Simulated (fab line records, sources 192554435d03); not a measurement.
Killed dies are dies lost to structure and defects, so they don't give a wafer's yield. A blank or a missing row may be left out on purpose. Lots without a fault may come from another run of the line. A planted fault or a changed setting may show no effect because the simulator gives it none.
One fault seen from 3 desks | flow n5_finfet | each desk has only its own numbers; what lay behind them comes last

THE DEFECT DESK
What the inspections along the route counted, lot by lot: means of the sampled wafers that have a number. A lot is out of limits, marked OUT, if its mean lies more than 4 standard deviations from the usual mean; the brackets give that distance.
Columns: A = raw_defect_count at N5_PASSIVATION_INSPECT_57, usual 2.0
lot  | first seen here | A
L370 | day 12 04:08    | 2.3
L373 | day 12 18:26    | 2.3
L378 | day 14 18:00    | 2.3
L383 | day 14 18:32    | 2.7
L377 | day 15 00:51    | 2.0
L382 | day 15 08:01    | 3.0
L387 | day 16 23:00    | 2.0
L391 | day 17 08:16    | 1.5
L392 | day 18 15:45    | 1.0
This desk's finding: nothing out of limits on any of the 9 lots.

THE TOOL OWNER'S DESK: rie_diel-05
The tool's own readings at N5_PASSIVATION_ETCH_54 (etches SiO2 in CHF3/O2, target depth 880 nm, time 440 s): means of the sampled wafers that have a number, for each lot that ran on this tool. A lot is out of limits, marked OUT, if its mean lies more than 4 standard deviations from the usual mean; the brackets give that distance.
Columns: A = drypump_motor_current_A at N5_PASSIVATION_ETCH_54, usual 5.8 A; B = oes_product_au at N5_PASSIVATION_ETCH_54, usual 0.80 a.u.; C = rf_vpp_V at N5_PASSIVATION_ETCH_54, usual 523 V; D = showerhead_plenum_p_Torr at N5_PASSIVATION_ETCH_54, usual 2.37 Torr; E = throttle_valve_pct at N5_PASSIVATION_ETCH_54, usual 18.81 %
lot  | first seen here | A   | B    | C   | D    | E
L370 | day 12 01:01    | 5.6 | 0.85 | 522 | 2.38 | 18.71
L373 | day 12 15:17    | 6.0 | 0.84 | 520 | 2.41 | 18.79
L378 | day 14 14:52    | 5.9 | 0.85 | 518 | 2.38 | 18.72
L382 | day 15 04:53    | 5.9 | 0.84 | 519 | 2.38 | 18.73
L387 | day 16 19:28    | 5.7 | 0.81 | 519 | 2.33 | 18.70
L391 | day 17 05:07    | 5.5 | 0.82 | 521 | 2.34 | 18.69
L392 | day 18 11:59    | 5.5 | 0.81 | 520 | 2.33 | 18.71
This desk's finding: nothing out of limits on any of the 7 lots.

THE METROLOGY DESK
What the gauges read, lot by lot, whatever tool the lot ran on: means of the sampled wafers that have a number. A lot is out of limits, marked OUT, if its mean lies more than 4 standard deviations from the usual mean; the brackets give that distance. Of its 11 readings 7 are shown: those that lie furthest out on some lot.
Columns: A = DIBL_N at N5_BEOL_M4_RC_MEAS_101, usual 36.4 mV/V; B = DIBL_P at N5_BEOL_M4_RC_MEAS_101, usual 36.5 mV/V; C = IOFF_N at N5_BEOL_M4_RC_MEAS_101, usual 0.154 nA/um; D = ION_P at N5_BEOL_M4_RC_MEAS_101, usual 460 uA/um; E = SS_N at N5_BEOL_M4_RC_MEAS_101, usual 71.6 mV/dec; F = VT_P at N5_BEOL_M4_RC_MEAS_101, usual -251.4 mV; G = cd_nm at N5_PASSIVATION_CD_MEAS_30, usual 3999.7 nm
lot  | first seen here | A    | B    | C     | D   | E    | F      | G
L370 | day 7 23:53     | 39.6 | 38.3 | 0.194 | 469 | 72.9 | -250.5 | 4000.8
L373 | day 8 14:12     | 37.3 | 36.4 | 0.141 | 446 | 71.8 | -256.9 | 4000.1
L377 | day 10 04:04    | 35.3 | 35.1 | 0.154 | 458 | 71.4 | -252.7 | 3999.7
L378 | day 10 06:40    | 35.8 | 36.1 | 0.143 | 466 | 71.5 | -249.4 | 3999.0
L382 | day 10 14:14    | 35.8 | 38.9 | 0.152 | 456 | 71.7 | -253.6 | 4002.3
L383 | day 10 14:43    | 35.2 | 35.3 | 0.146 | 460 | 71.6 | -251.9 | 4000.1
L387 | day 12 04:25    | 35.7 | 35.4 | 0.135 | 455 | 71.5 | -254.6 | 4000.0
L391 | day 12 23:37    | 38.2 | 40.8 | 0.200 | 460 | 72.5 | -248.8 | 4000.2
L392 | day 13 22:59    | 35.0 | 35.3 | 0.136 | 463 | 71.1 | -249.5 | 4000.8
This desk's finding: nothing out of limits on any of the 9 lots.

PUT TOGETHER
The defect desk saw nothing out of limits.
The tool owner's desk saw nothing out of limits.
The metrology desk saw nothing out of limits.

WHAT THE SIMULATOR HAD PUT IN
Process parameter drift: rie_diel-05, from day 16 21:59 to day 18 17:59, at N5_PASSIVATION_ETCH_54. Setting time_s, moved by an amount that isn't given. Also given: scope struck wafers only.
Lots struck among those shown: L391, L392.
